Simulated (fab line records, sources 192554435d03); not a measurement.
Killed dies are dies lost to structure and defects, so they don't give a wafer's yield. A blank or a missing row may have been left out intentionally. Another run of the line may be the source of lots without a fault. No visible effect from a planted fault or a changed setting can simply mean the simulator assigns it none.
fab line records	flow n5Finfet
[record] lots = 6	wafers = 18	lastDay = 17
route steps=1938 shown BEOL_M4@1111 BEOL_M13@1679 BEOL_M15@1830 PASSIVATION@1936
lots with no fault: from the same line, run without faults
startH: hours from the record's first day to the start of the lot's first wafer shown	waitH: time in hours since the lot's previous step	" identical to the entry in the row above	L1.1+2: a single row standing in for several wafers	- value missing, or start not given	* or withheld: withheld	< > ~ a bound
route shown NAME@n: a module of which the file shows steps, and the number in the route of the first	usual: mean and standard deviation over wafers with no fault	same: alike in all rows	chamber/n: place in a boat	sites: each site's reading	_std_site: their standard deviation	_edge_site: mean of outer sites minus mean of inner sites	radiusMm: how far each site lies from the wafer's centre	mask NAME#n: copy n	behind: the tool/chamber that last shaped the wafer	hold: why the lot was held/for how many hours/how that ended	device: the n, p or np transistor that did not switch	end of line: tests of these same wafers at the route's end	a step without rows: its recipe alone	killed: at the first sort, the dies lost to defects and structure; wafer yield is something else	map: per-die view of a wafer (x killed, . not killed, _ where there is no die)
set.NAME: the run value of the setting; set.NAME@STEP: its run value at that earlier step	model.NAME: the simulator's own value behind a step, which no gauge read
the route's steps for a sample of lots (tables are steps, rows are wafers)
services: from which hour (startH, from the record's first day; less than 0 if before it) a tool's chamber was out of use, for how many hours, and why
[[steps]]
[step N5_BEOL_M4_RC_MEAS_101]
[usual] DIBL_N = 36.2/1.4	DIBL_P = 36.1/1.5	IOFF_N = 0.153/0.02	IOFF_P = 0.215/0.03	ION_N = 672/8.6	ION_P = 463/6.8	SS_N = 71.5/0.47	SS_P = 73.3/0.57	VT_N = 250.6/2.4	VT_P = -249/3.2
lot.wafer	tool	chamber	startH	waitH	DIBL_N[mV/V]	DIBL_P[mV/V]	IOFF_N[nA/um]	IOFF_P[nA/um]	ION_N[uA/um]	ION_P[uA/um]	SS_N[mV/dec]	SS_P[mV/dec]	VT_N[mV]	VT_P[mV]
L407.2	prober-02	0	169.79	0.2	34.2	34.5	0.138	0.227	667	469	71.9	73.4	252.3	-246
L407.3	"	0	"	"	36.8	37.8	0.194	0.293	698	488	72.0	74.1	244.4	-244
L407.5	"	0	"	"	33.5	33.2	0.126	0.204	671	473	71.0	73.4	253.8	-246
L406.4	prober-01	0	170.06	0.5	37.6	37.9	0.159	0.247	674	474	72.6	72.9	249.2	-247
L406.5	"	0	"	"	37.6	38.2	0.161	0.259	665	465	72.1	73.1	249.9	-245
L406.6	"	0	"	"	37.4	37.4	0.151	0.246	661	464	72.0	73.3	252.7	-247
L418.1	prober-01	0	236.72	0.0	37.5	36.8	0.169	0.260	677	472	71.7	73.5	249.0	-247
L418.2	"	0	"	"	38.5	37.2	0.191	0.276	673	468	72.2	73.2	244.8	-246
L418.5	"	0	"	"	37.3	36.3	0.152	0.245	669	466	72.2	73.3	251.9	-245
L426.4	prober-02	0	287.11	0.5	33.4	33.3	0.105	0.157	659	456	71.1	72.7	254.6	-255
L426.5	"	0	"	"	34.2	34.3	0.113	0.175	652	451	71.2	72.6	254.2	-251
L426.6	"	0	"	"	37.0	37.3	0.147	0.210	681	467	71.7	73.5	253.8	-250
L428.1	prober-02	0	296.07	0.0	35.3	34.7	0.139	0.193	673	460	71.3	73.2	253.2	-250
L428.2	"	0	"	"	34.6	34.2	0.141	0.188	679	464	70.8	74.3	253.1	-254
L428.5	"	0	"	"	34.8	34.0	0.134	0.191	679	464	71.5	73.3	251.2	-251
L429.2	prober-01	0	302.39	0.2	34.1	35.2	0.146	0.200	676	467	70.4	73.2	249.4	-249
L429.3	"	0	"	"	36.1	37.2	0.166	0.217	667	462	71.7	73.4	249.0	-247
L429.4	"	0	"	"	35.6	36.6	0.160	0.213	676	461	71.5	73.7	250.4	-251
[step N5_BEOL_M13_CD_MEAS_17]
[recipe] targetCdNm = 190	polarity = opening
[usual] cdNm = 190.4/1.5
lot.wafer	tool	chamber	startH	waitH	cdNm
L407.2	cdSem-01	-	239.00	0.0	192.0
L407.3	"	-	"	"	191.0
L407.5	"	-	"	"	192.2
L406.4	cdSem-02	-	243.11	0.0	188.4
L406.5	"	-	"	"	188.4
L406.6	"	-	"	"	190.0
L418.1	cdSem-03	-	310.77	0.0	190.1
L418.2	"	-	"	"	191.1
L418.5	"	-	"	"	189.7
L426.4	cdSem-03	-	353.31	0.0	191.3
L426.5	"	-	"	"	190.9
L426.6	"	-	"	"	193.4
L428.1	cdSem-01	-	366.71	0.0	190.8
L428.2	"	-	"	"	189.1
L428.5	"	-	"	"	190.2
L429.2	cdSem-02	-	368.06	0.0	190.2
L429.3	"	-	"	"	190.1
L429.4	"	-	"	"	189.6
[step N5_BEOL_M13_OVL_MEAS_29]
[recipe] pointsPerWafer = 44
[usual] M13_OVL = 2/5.5
lot.wafer	tool	chamber	startH	waitH	M13_OVL[nm]
L407.2	overlay-01	0	239.48	0.0	-3
L407.3	"	0	"	"	5
L407.5	"	0	"	"	-2
L406.4	overlay-01	0	243.58	0.0	-2
L406.5	"	0	"	"	4
L406.6	"	0	"	"	-6
L418.1	overlay-02	0	311.13	0.0	1
L418.2	"	0	"	"	4
L418.5	"	0	"	"	4
L426.4	overlay-02	0	353.66	0.0	5
L426.5	"	0	"	"	1
L426.6	"	0	"	"	8
L428.1	overlay-01	0	367.07	0.0	-6
L428.2	"	0	"	"	-7
L428.5	"	0	"	"	3
L429.2	overlay-02	0	368.41	0.0	6
L429.3	"	0	"	"	-6
L429.4	"	0	"	"	-5
[step N5_BEOL_M13_TRENCH_ETCH_34]
[recipe] chemistry = C4F8/O2/Ar	target = SiOC	targetDepthA = 4134.7	maskMaterial = SOC	pressureMtorr = 30	sourceW = 3000	biasW = 700	Ar_flow_sccm = 400	C4F8_flow_sccm = 15	O2_flow_sccm = 8	heInnerTorr = 15	heOuterTorr = 30	timeS = 162.6	ionEnergyEv = 250
[usual] drypumpMotorCurrentA = 5.8/0.39	heInnerTorr = 15.00/0.03	oesProductAu = 0.79/0.084	rfVppV = 666/3.9	showerheadPlenumPTorr = 3.42/0.13	throttleValvePct = 24.26/0.22
lot.wafer	tool	chamber	startH	waitH	drypumpMotorCurrentA	heInnerTorr	oesProductAu	rfHoursCounterH	rfVppV	showerheadPlenumPTorr	throttleValvePct
L407.2	rieDiel-05	0	239.94	0.0	5.9	15.03	0.84	72	662	3.33	23.98
L407.3	"	3	"	"	5.2	14.97	0.70	213	661	3.26	24.47
L407.5	"	3	"	"	5.2	15.01	0.71	-	660	3.26	24.45
L406.4	rieDiel-05	1	244.11	0.1	6.1	15.05	0.73	-	668	3.53	24.43
L406.5	"	3	"	"	5.2	15.06	0.71	-	659	3.26	24.46
L406.6	"	0	"	"	5.9	15.02	0.83	-	663	3.33	24.00
L418.1	rieDiel-05	2	311.59	0.0	6.3	14.99	0.90	18	669	3.61	24.30
L418.2	"	0	"	"	5.9	14.98	0.56	95	663	3.32	23.94
L418.5	"	0	"	"	5.9	15.02	0.80	-	661	3.32	24.01
L426.4	rieDiel-01	1	354.38	0.0	5.5	15.02	0.93	22	667	3.47	23.99
L426.5	"	0	"	"	5.3	15.00	0.73	-	666	3.40	24.21
L426.6	"	3	"	"	5.4	14.97	0.98	-	671	3.64	23.98
L428.1	rieDiel-06	3	367.53	0.0	6.0	14.99	0.84	71	664	3.33	24.19
L428.2	"	1	"	"	6.3	15.01	0.82	87	670	3.58	24.18
L428.5	"	1	"	"	6.3	15.00	0.81	-	672	3.58	24.16
L429.2	rieDiel-01	2	368.87	0.0	6.1	14.99	0.74	191	665	3.41	24.60
L429.3	"	0	"	"	5.2	14.97	0.73	191	666	3.40	24.21
L429.4	"	1	"	"	5.6	15.01	0.93	27	667	3.46	24.01
[step N5_BEOL_M13_OCD_MEAS_35]
[usual] trenchDepthNm = 414/4.7
lot.wafer	tool	chamber	startH	waitH	trenchDepthNm
L407.2	ocd-01	-	240.12	0.0	418
L407.3	"	-	"	"	410
L407.5	"	-	"	"	408
L406.4	ocd-01	-	244.22	0.0	417
L406.5	"	-	"	"	408
L406.6	"	-	"	"	414
L418.1	ocd-02	-	311.77	0.0	422
L418.2	"	-	"	"	207
L418.5	"	-	"	"	411
L426.4	ocd-01	-	354.55	0.0	419
L426.5	"	-	"	"	413
L426.6	"	-	"	"	424
L428.1	ocd-02	-	367.71	0.0	415
L428.2	"	-	"	"	415
L428.5	"	-	"	"	413
L429.2	ocd-02	-	369.05	0.0	412
L429.3	"	-	"	"	412
L429.4	"	-	"	"	423
[step N5_BEOL_M13_SPUTTER_43]
[recipe] material = TaN	targetThkA = 150	tempC = 50	biasV = 168.6	powerW = 15000	chamberPressurePa = 0.12	timeS = 24.19
[usual] cathodeDcPowerW = 15000/2.6	throttleValvePct = 30.3/0.92
lot.wafer	tool	chamber	startH	waitH	cathodeDcPowerW	throttleValvePct
L407.2	pvdSputter-03	-	240.65	0.0	14998	31.6
L407.3	"	-	"	"	14998	29.1
L407.5	"	-	"	"	15001	31.6
L406.4	pvdSputter-02	-	249.40	0.0	14998	31.3
L406.5	"	-	"	"	15000	30.9
L406.6	"	-	"	"	14999	29.9
L418.1	pvdSputter-03	-	314.10	0.0	15004	29.6
L418.2	"	-	"	"	15002	29.0
L418.5	"	-	"	"	15006	31.9
L426.4	pvdSputter-03	-	355.59	0.0	15000	29.0
L426.5	"	-	"	"	14997	30.7
L426.6	"	-	"	"	15005	31.9
L428.1	pvdSputter-01	-	368.33	0.0	15001	28.7
L428.2	"	-	"	"	14999	30.5
L428.5	"	-	"	"	14997	31.0
L429.2	pvdSputter-01	-	371.54	0.0	15002	28.9
L429.3	"	-	"	"	15000	29.7
L429.4	"	-	"	"	14999	30.8
[step N5_BEOL_M13_THK_MEAS_50]
[recipe] thkMeasGauge = xrf	reads = Cu_of_BEOL_M13_ECD_47
[usual] M13_THK = 419/6.1
lot.wafer	tool	chamber	startH	waitH	M13_THK[nm]
L407.2	filmMetro-01	-	242.10	-	418
L407.3	"	-	"	"	410
L407.5	"	-	"	"	407
L406.4	filmMetro-01	-	251.07	-	421
L406.5	"	-	"	"	412
L406.6	"	-	"	"	416
L418.1	filmMetro-01	-	315.15	-	423
L418.2	"	-	"	"	210
L418.5	"	-	"	"	412
L426.4	filmMetro-01	-	356.62	-	417
L426.5	"	-	"	"	413
L426.6	"	-	"	"	423
L428.1	filmMetro-02	-	370.66	-	420
L428.2	"	-	"	"	424
L428.5	"	-	"	"	421
L429.2	filmMetro-02	-	373.26	-	423
L429.3	"	-	"	"	422
L429.4	"	-	"	"	435
[step N5_BEOL_M13_RS_MEAS_54]
[recipe] thkMeasGauge = four-point-probe	reads = Cu_of_BEOL_M13_ECD_47+Ta_of_BEOL_M13_SPUTTER_44+TaN_of_BEOL_M13_SPUTTER_43
[usual] M13_RS = 0.0450/0.00054
lot.wafer	tool	chamber	startH	waitH	M13_RS[ohm/sq]
L407.2	filmMetro-01	-	242.22	0.1	0.0445
L407.3	"	-	"	"	0.0453
L407.5	"	-	"	"	0.0457
L406.4	filmMetro-02	-	251.20	0.0	0.0444
L406.5	"	-	"	"	0.0454
L406.6	"	-	"	"	0.0449
L418.1	filmMetro-01	-	315.28	0.0	0.0439
L418.2	"	-	"	"	0.0917
L418.5	"	-	"	"	0.0453
L426.4	filmMetro-02	-	356.78	0.1	0.0447
L426.5	"	-	"	"	0.0452
L426.6	"	-	"	"	0.0439
L428.1	filmMetro-01	-	370.79	0.0	0.0451
L428.2	"	-	"	"	0.0448
L428.5	"	-	"	"	0.0451
L429.2	filmMetro-01	-	373.39	0.1	0.0451
L429.3	"	-	"	"	0.0452
L429.4	"	-	"	"	0.0439
[step N5_BEOL_M15_RC_MEAS_101]
[usual] COMB_M10 = 1.5e-11/3e-12	COMB_M11 = 1.49e-11/3e-12	COMB_M12 = 6.5e-12/1.5e-12	COMB_M14 = 3.9e-12/7.4e-13	COMB_M14_max_site = 5.5e-12/1.3e-12	COMB_M15 = 2.6e-12/5.5e-13	COMB_M5 = 3.6e-11/7.7e-12	COMB_M6 = 2.6e-11/5.1e-12	COMB_M7 = 2.5e-11/5.1e-12	COMB_M8 = 2.6e-11/6.6e-12	COMB_M9 = 1.5e-11/3e-12	SERP_M10 = 3.06/0.059	SERP_M11 = 3.10/0.063	SERP_M12 = 0.641/0.013	SERP_M13 = 0.310/0.005	SERP_M13_max_site = 0.313/0.0052	SERP_M14 = 0.1603/0.0025	SERP_M5 = 38.7/1.5	SERP_M5_max_site = 40.1/1.7	SERP_M6 = 13.7/0.46	SERP_M7 = 13.9/0.39	SERP_M8 = 13.9/0.46	SERP_M9 = 3.08/0.067
lot.wafer	tool	chamber	startH	waitH	COMB_M10[S/m]	COMB_M11[S/m]	COMB_M12[S/m]	COMB_M14[S/m]	COMB_M14_max_site[S/m]	COMB_M15[S/m]	COMB_M5[S/m]	COMB_M6[S/m]	COMB_M7[S/m]	COMB_M8[S/m]	COMB_M9[S/m]	SERP_M10[ohm/um]	SERP_M11[ohm/um]	SERP_M12[ohm/um]	SERP_M13[ohm/um]	SERP_M13_max_site[ohm/um]	SERP_M14[ohm/um]	SERP_M5[ohm/um]	SERP_M5_max_site[ohm/um]	SERP_M6[ohm/um]	SERP_M7[ohm/um]	SERP_M8[ohm/um]	SERP_M9[ohm/um]
L407.2	prober-01	0	256.76	0.2	1.4e-11	1.8e-11	6.4e-12	5.3e-12	7e-12	3e-12	4.4e-11	2.3e-11	1.8e-11	3.7e-11	1.4e-11	3.10	3.07	0.648	0.306	0.311	0.1607	40.9	42.5	14.0	14.2	13.0	3.02
L407.3	"	0	"	"	1e-11	1.63e-11	5.2e-12	4.4e-12	5.7e-12	3e-12	3.2e-11	3.6e-11	2.5e-11	3e-11	1.4e-11	3.09	3.08	0.644	0.310	0.314	0.1596	40.2	43.1	14.2	14.3	13.1	3.20
L407.5	"	0	"	"	1.5e-11	1.02e-11	6.9e-12	4.3e-12	6e-12	3e-12	3.3e-11	1.9e-11	2.1e-11	2.7e-11	1.1e-11	3.11	3.14	0.659	0.314	0.318	0.1635	43.4	44.7	13.1	13.9	13.2	3.10
L406.4	prober-01	0	264.00	0.5	1.8e-11	1.71e-11	8.8e-12	4.8e-12	6.1e-12	2.8e-12	2.4e-11	2.3e-11	2.8e-11	3e-11	1.7e-11	3.06	3.08	0.626	0.308	0.311	0.1649	37.5	38.7	13.0	14.3	14.3	3.04
L406.5	"	0	"	"	1.8e-11	1.64e-11	8.6e-12	3.3e-12	4.4e-12	3.5e-12	2.9e-11	1.7e-11	2.7e-11	2.7e-11	1.6e-11	3.03	3.09	0.625	0.315	0.318	0.1603	37.2	38.3	13.5	13.8	13.7	3.07
L406.6	"	0	"	"	1.7e-11	1.96e-11	6.9e-12	3.8e-12	5.5e-12	2.5e-12	2.2e-11	2.8e-11	3.2e-11	3.1e-11	1.2e-11	2.92	3.16	0.618	0.309	0.311	0.1586	37.5	40.0	13.1	14.1	14.4	3.05
L418.1	prober-01	0	325.18	0.6	1.4e-11	2.3e-11	8.5e-12	3.4e-12	4.9e-12	2.9e-12	5e-11	1.7e-11	2.7e-11	1.5e-11	1.9e-11	3.04	3.15	0.641	0.305	0.308	0.1597	37.4	38.0	14.5	14.1	14.2	2.94
L418.2	"	0	"	"	1.2e-11	1.67e-11	7.3e-12	4.3e-12	5.4e-12	2.5e-12	3.2e-11	1.8e-11	2.7e-11	2.2e-11	1.4e-11	3.10	3.17	0.639	0.648	0.661	0.1622	36.8	38.5	14.2	14.2	13.8	3.02
L418.5	"	0	"	"	1.7e-11	1.57e-11	7.3e-12	4.3e-12	5.6e-12	2.5e-12	3.4e-11	2.3e-11	2.8e-11	1.9e-11	1.6e-11	3.01	3.08	0.627	0.321	0.326	0.1576	37.4	38.0	14.7	14.3	14.0	3.01
L426.4	prober-01	0	374.18	0.5	1.8e-11	1.42e-11	7.6e-12	4.4e-12	5.1e-12	3.5e-12	3.4e-11	3.5e-11	3.9e-11	2.4e-11	1.8e-11	3.03	3.16	0.625	0.307	0.314	0.1609	39.0	39.6	14.5	13.8	14.6	3.07
L426.5	"	0	"	"	1.6e-11	1.8e-11	6.5e-12	5.2e-12	6.4e-12	3.7e-12	3.2e-11	2.9e-11	2.9e-11	2.5e-11	1.8e-11	3.07	3.15	0.639	0.312	0.314	0.1663	38.7	39.8	13.4	13.9	13.6	3.17
L426.6	"	0	"	"	1.7e-11	1.23e-11	4.8e-12	4.1e-12	5.6e-12	3.3e-12	3.7e-11	2.7e-11	2.5e-11	2.7e-11	1.1e-11	3.10	3.13	0.660	0.302	0.304	0.1611	38.5	40.3	13.6	13.4	14.7	3.04
L428.1	prober-01	0	382.84	0.0	1.2e-11	1.2e-11	7.1e-12	3.2e-12	3.9e-12	3.3e-12	2.4e-11	2.2e-11	2.8e-11	2e-11	1.8e-11	3.11	3.05	0.638	0.305	0.310	0.1600	39.9	41.3	13.9	14.2	13.8	3.10
L428.2	"	0	"	"	1.7e-11	1.47e-11	7.4e-12	3.9e-12	5e-12	2.5e-12	3.3e-11	3.7e-11	3e-11	2.1e-11	2.1e-11	3.05	3.00	0.637	0.306	0.311	0.1652	37.4	39.1	13.3	13.9	14.0	3.05
L428.5	"	0	"	"	1.6e-11	1.23e-11	8.6e-12	4.2e-12	7.5e-12	3.5e-12	2.8e-11	2.6e-11	3e-11	1.6e-11	2.3e-11	3.10	3.03	0.625	0.309	0.314	0.1611	37.8	38.8	13.7	14.4	13.7	3.09
L429.2	prober-02	0	386.31	0.2	1.6e-11	1.72e-11	5.7e-12	3.2e-12	4.4e-12	1.6e-12	3.9e-11	3.1e-11	2.8e-11	2.3e-11	1.2e-11	3.17	3.22	0.654	0.309	0.313	0.1598	39.1	39.5	13.7	13.7	14.1	3.10
L429.3	"	0	"	"	1.1e-11	2.13e-11	3.5e-12	2.7e-12	3.6e-12	2.2e-12	3.1e-11	2.5e-11	2.3e-11	4.2e-11	1.6e-11	2.99	3.13	0.678	0.310	0.314	0.1580	37.6	38.1	13.9	13.6	13.7	3.12
L429.4	"	0	"	"	1.1e-11	1.28e-11	5.8e-12	2.4e-12	3.2e-12	2.5e-12	3.2e-11	2.4e-11	2.2e-11	2.5e-11	1.6e-11	3.09	3.12	0.661	0.297	0.302	0.1571	37.5	39.4	14.2	14.4	13.6	3.08
// sites SERP_M13 radiusMm=0,75,75,75,75,140,140,140,140
L407.2 0.307 0.309 0.311 0.308 0.304 0.304 0.306 0.300 0.305
L406.4 0.308 0.311 0.308 0.308 0.306 0.307 0.309 0.305 0.311
L418.1 0.305 0.306 0.306 0.308 0.306 0.300 0.304 0.304 0.304
L426.4 0.307 0.311 0.314 0.310 0.307 0.304 0.307 0.305 0.306
L428.1 0.310 0.305 0.310 0.310 0.309 0.304 0.304 0.303 0.303
L429.2 0.306 0.308 0.310 0.311 0.310 0.308 0.309 0.313 0.308
[step N5_PASSIVATION_PROBE_49]
[usual] defectLimitedYield = 91.3/1.3	killed_at_M0_to_M3 = 35/13	killed_at_M4_up = 13/5.2	killedAtContacts = 12/6.2	killedAtFrontEnd = 39/9.6	killedAtOther = 3.1/2.6	killedDies = 102/16	killedOnRim = 13/3.8	killedOpen = 68/13	killedShort = 33/6.9	sort_bin_5_function = 5.1/0.87	sort_bin_6_memory = 3.3/0.67	sort_bin_8_speed = 0/0	sortNPass = 1078/16
[same] grossDies = 1180	killedAtBackSide = 0	sort_bin_4_leakage[%] = 0
lot.wafer	tool	chamber	startH	waitH	defectLimitedYield[%]	killed_at_M0_to_M3	killed_at_M4_up	killedAtContacts	killedAtFrontEnd	killedAtOther	killedDies	killedOnRim	killedOpen	killedShort	sort_bin_5_function[%]	sort_bin_6_memory[%]	sort_bin_8_speed[%]	sortNPass
L407.2	prober-01	-	270.30	0.1	91.0	40	14	6	45	1	106	15	73	33	5.2	3.5	0	1074
L407.3	prober-01	-	270.35	0.1	92.4	25	23	3	36	3	90	13	62	28	4.3	3.1	0	1090
L407.5	prober-01	-	270.45	0.2	92.6	33	15	13	26	0	87	9	57	29	4.8	2.4	0	1093
L406.4	prober-01	-	276.79	0.2	91.9	40	14	12	29	1	96	18	65	29	5.3	2.6	0	1084
L406.5	prober-01	-	276.84	0.2	93.1	17	14	17	33	0	81	9	57	23	3.9	2.7	0	1099
L406.6	prober-01	-	276.89	0.3	94.7	16	9	8	29	0	62	7	43	18	3.1	1.9	0	1118
L418.1	prober-01	-	341.81	0.0	92.2	24	14	6	45	3	92	12	52	40	4.4	3.0	0	1088
L418.2	prober-01	-	341.86	0.1	82.5	25	147	7	27	1	207	29	61	16	3.9	2.5	10.85	973
L418.5	prober-01	-	342.01	0.2	92.5	18	19	9	43	0	89	11	60	28	4.2	3.2	0	1091
L426.4	prober-01	-	388.68	0.2	90.1	34	22	21	34	6	117	14	73	44	6.0	3.6	0	1063
L426.5	prober-01	-	388.73	0.2	91.1	17	21	17	50	0	105	12	72	33	5.5	3.2	0	1075
L426.6	prober-01	-	388.78	0.3	92.7	16	20	10	29	11	86	6	55	31	4.9	2.3	0	1094
L428.1	prober-02	-	396.49	0.0	89.7	56	17	6	38	4	121	15	81	39	5.4	4.4	0	1059
L428.2	prober-02	-	396.54	0.1	90.6	40	10	11	47	3	111	14	75	34	5.9	3.1	0	1069
L428.5	prober-02	-	396.69	0.2	90.8	49	8	10	41	1	109	13	60	45	4.9	3.8	0	1071
L429.2	prober-02	-	399.55	0.1	88.6	17	27	19	70	1	134	15	94	39	7.4	3.6	0	1046
L429.3	prober-02	-	399.60	0.1	91.6	25	26	11	36	1	99	15	61	37	4.7	3.4	0	1081
L429.4	prober-02	-	399.65	0.2	89.5	25	17	15	67	0	124	15	81	39	5.5	4.4	0	1056
// killed by level:class
L407.2 BEOL_M3:geometricParticle:open=17 FIN_SAQP:geometricParticle:open=12 FIN_SAQP:geometricParticle:short=11 BEOL_M0_SAQP:geometricParticle:short=9 BEOL_M0_SAQP:geometricParticle:open=7 STI_FIN_REVEAL:geometricParticle:open=6 DUMMY_GATE:geometricParticle:open=6 BEOL_M5:geometricParticle:open=6
L407.3 FIN_SAQP:geometricParticle:open=10 STI_FIN_REVEAL:geometricParticle:open=10 BEOL_M4:geometricParticle:open=10 BEOL_M0_SAQP:geometricParticle:short=8 STI_FIN_REVEAL:geometricParticle:short=5 BEOL_M2:geometricParticle:open=5 BEOL_M1:geometricParticle:open=4 BEOL_M4:geometricParticle:short=4
L407.5 MOL_CONTACT_COAG:geometricParticle:open=11 BEOL_M0_SAQP:geometricParticle:short=9 BEOL_M2:geometricParticle:open=8 BEOL_M0_SAQP:geometricParticle:open=8 DUMMY_GATE:geometricParticle:open=6 BEOL_M6:geometricParticle:short=5 FIN_SAQP:geometricParticle:open=4 STI_FIN_REVEAL:geometricParticle:open=4
L406.4 BEOL_M0_SAQP:geometricParticle:short=10 MOL_CONTACT_COAG:geometricParticle:open=9 BEOL_M0_SAQP:geometricParticle:open=8 FIN_SAQP:geometricParticle:open=6 BEOL_M0:geometricParticle:open=6 BEOL_M4:geometricParticle:open=6 BEOL_M1:geometricParticle:open=4 BEOL_M2:geometricParticle:open=4
L406.5 MOL_CONTACT_COAG:geometricParticle:open=12 DUMMY_GATE:geometricParticle:open=7 STI_FIN_REVEAL:geometricParticle:open=6 BEOL_M1:geometricParticle:open=6 MOL_CONTACT_COAG:geometricParticle:short=5 GATE_CUT:geometricParticle:short=4 BEOL_M4:geometricParticle:open=4 STARTING-WAFER:geometricParticle:open=4
L406.6 FIN_SAQP:geometricParticle:open=8 MOL_CONTACT_COAG:geometricParticle:open=6 BEOL_M1:geometricParticle:open=6 BEOL_M2:geometricParticle:open=6 STI_FIN_REVEAL:geometricParticle:short=4 GATE_CUT:geometricParticle:short=4 FIN_SAQP:geometricParticle:short=3 BEOL_M6:geometricParticle:open=3
L418.1 FIN_SAQP:geometricParticle:short=13 STI_FIN_REVEAL:geometricParticle:open=11 BEOL_M4:geometricParticle:open=9 BEOL_M0_SAQP:geometricParticle:short=8 MOL_CONTACT_COAG:geometricParticle:open=5 FIN_SAQP:geometricParticle:open=4 BEOL_M0_SAQP:geometricParticle:open=4 GATE_CUT:geometricParticle:short=3
L418.2 BEOL_M13:areaEcd=128 BEOL_M2:geometricParticle:open=8 BEOL_M4:geometricParticle:open=7 MOL_CONTACT_COAG:geometricParticle:open=7 STI_FIN_REVEAL:geometricParticle:open=6 GATE_CUT:geometricParticle:short=6 BEOL_M3:geometricParticle:open=5 BEOL_M1:geometricParticle:open=5
L418.5 STI_FIN_REVEAL:geometricParticle:open=11 MOL_CONTACT_COAG:geometricParticle:open=8 BEOL_M3:geometricParticle:open=7 BEOL_M4:geometricParticle:open=6 GATE_CUT:geometricParticle:short=6 FIN_SAQP:geometricParticle:short=5 DUMMY_GATE:geometricParticle:open=5 BEOL_M4:geometricParticle:short=5
L426.4 MOL_CONTACT_COAG:geometricParticle:open=14 BEOL_M4:geometricParticle:open=10 FIN_SAQP:geometricParticle:open=9 GATE_CUT:geometricParticle:short=7 MOL_CONTACT_COAG:geometricParticle:short=7 BEOL_M0_SAQP:geometricParticle:short=7 BEOL_M3:geometricParticle:open=7 STI_FIN_REVEAL:geometricParticle:open=4
L426.5 MOL_CONTACT_COAG:geometricParticle:open=16 FIN_SAQP:geometricParticle:short=13 BEOL_M4:geometricParticle:open=10 FIN_SAQP:geometricParticle:open=8 ILD0:geometricParticle:open=6 GATE_CUT:geometricParticle:short=6 BEOL_M0_SAQP:geometricParticle:open=6 BEOL_M0:geometricParticle:open=6
L426.6 BEOL_M4:geometricParticle:open=10 STI_FIN_REVEAL:geometricParticle:open=6 MOL_CONTACT_COAG:geometricParticle:open=6 BEOL_M0_SAQP:geometricParticle:short=5 FIN_SAQP:geometricParticle:open=4 MOL_CONTACT_COAG:geometricParticle:short=4 GATE_CUT:geometricParticle:short=4 DUMMY_GATE:geometricParticle:open=3
L428.1 BEOL_M0_SAQP:geometricParticle:short=15 STI_FIN_REVEAL:geometricParticle:open=14 BEOL_M2:geometricParticle:open=13 BEOL_M0_SAQP:geometricParticle:open=11 BEOL_M4:geometricParticle:open=9 FIN_SAQP:geometricParticle:short=7 BEOL_M3:geometricParticle:open=6 FIN_SAQP:geometricParticle:open=5
L428.2 FIN_SAQP:geometricParticle:open=15 MOL_CONTACT_COAG:geometricParticle:open=9 BEOL_M0_SAQP:geometricParticle:open=9 BEOL_M2:geometricParticle:open=8 BEOL_M4:geometricParticle:open=6 FIN_SAQP:geometricParticle:short=5 GATE_CUT:geometricParticle:short=5 BEOL_M2:geometricParticle:short=5
L428.5 BEOL_M0_SAQP:geometricParticle:short=13 FIN_SAQP:geometricParticle:open=11 BEOL_M0_SAQP:geometricParticle:open=10 GATE_CUT:geometricParticle:short=7 MOL_CONTACT_COAG:geometricParticle:open=7 BEOL_M2:geometricParticle:open=6 BEOL_M0:geometricParticle:open=5 FIN_SAQP:geometricParticle:short=3
L429.2 STI_FIN_REVEAL:geometricParticle:open=20 FIN_SAQP:geometricParticle:open=18 BEOL_M4:geometricParticle:open=18 MOL_CONTACT_COAG:geometricParticle:open=14 FIN_SAQP:geometricParticle:short=13 BEOL_M2:geometricParticle:open=6 MOL_CONTACT_COAG:geometricParticle:short=5 BEOL_M4:geometricParticle:short=5
L429.3 BEOL_M4:geometricParticle:open=15 MOL_CONTACT_COAG:geometricParticle:open=9 GATE_CUT:geometricParticle:short=8 BEOL_M2:geometricParticle:open=7 BEOL_M0_SAQP:geometricParticle:short=6 FIN_SAQP:geometricParticle:open=5 STI_FIN_REVEAL:geometricParticle:open=5 STARTING-WAFER:geometricParticle:short=5
L429.4 STI_FIN_REVEAL:geometricParticle:open=15 MOL_CONTACT_COAG:geometricParticle:open=14 GATE_CUT:geometricParticle:open=12 FIN_SAQP:geometricParticle:short=11 GATE_CUT:geometricParticle:short=8 FIN_SAQP:geometricParticle:open=7 BEOL_M2:geometricParticle:open=7 BEOL_M4:geometricParticle:open=6
[[services]]
tool	chamber	startH	hours	kind
rieDiel-05	2	235.25	4.6	repair
rieDiel-05	2	240.09	-	clean
rieDiel-05	2	240.09	-	consumableReplace:focusRing
rieDiel-05	2	240.09	-	consumableReplace:showerhead
rieDiel-05	2	240.09	13.4	scheduledDown
rieDiel-05	2	240.09	13.4	ventCycle
rieDiel-06	2	246.36	-	clean
rieDiel-06	2	246.36	-	consumableReplace:focusRing
rieDiel-01	1	274.03	-	clean
rieDiel-01	1	274.03	-	consumableReplace:focusRing
rieDiel-01	1	274.03	22.8	scheduledDown
rieDiel-01	1	274.03	22.8	ventCycle
rieDiel-01	3	321.09	3.5	repair
rieDiel-05	0	345.96	4.0	repair
rieDiel-05	3	362.77	-	clean
rieDiel-05	3	362.77	-	consumableReplace:focusRing
rieDiel-05	3	362.77	-	consumableReplace:showerhead
rieDiel-05	3	362.77	19.4	scheduledDown
rieDiel-05	3	362.77	19.4	ventCycle
[[key]]
[firstSign] step = N5_BEOL_M13_OCD_MEAS_35	reading = trenchDepthNm	direction = down	sigmas = 44	usual = 414	struck = 207
[effect] step = N5_BEOL_M13_THK_MEAS_50	reading = M13_THK	direction = down	sigmas = 34	usual = 419	struck = 210
[effect] step = N5_BEOL_M13_RS_MEAS_54	reading = M13_RS	direction = up	sigmas = 86	usual = 0.0450	struck = 0.0917
[effect] step = N5_BEOL_M15_RC_MEAS_101	reading = SERP_M13	direction = up	sigmas = 68	usual = 0.310	struck = 0.648
[effect] step = N5_PASSIVATION_PROBE_49	reading = sort_bin_8_speed	direction = up	sigmas = 99+	usual = 0	struck = 10.85
[moreKillsBornAt] N5_BEOL_M13_ECD_47@ecdCu-02 = 128
metAt N5_BEOL_M13_TRENCH_ETCH_34
struckLots L418
struckWafers L418.2
notActingAt N5_BEOL_M13_CD_MEAS_17,N5_BEOL_M13_OVL_MEAS_29,N5_BEOL_M13_SPUTTER_43
onsetBetween 244.11 311.59
[fault] kind = processParameterDrift	tool = rieDiel-05	chamber = -	onsetH = 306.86	steps = N5_BEOL_M13_TRENCH_ETCH_34	channel = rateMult	offset = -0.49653	shape = step	endH = 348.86	scope = struckWafersOnly
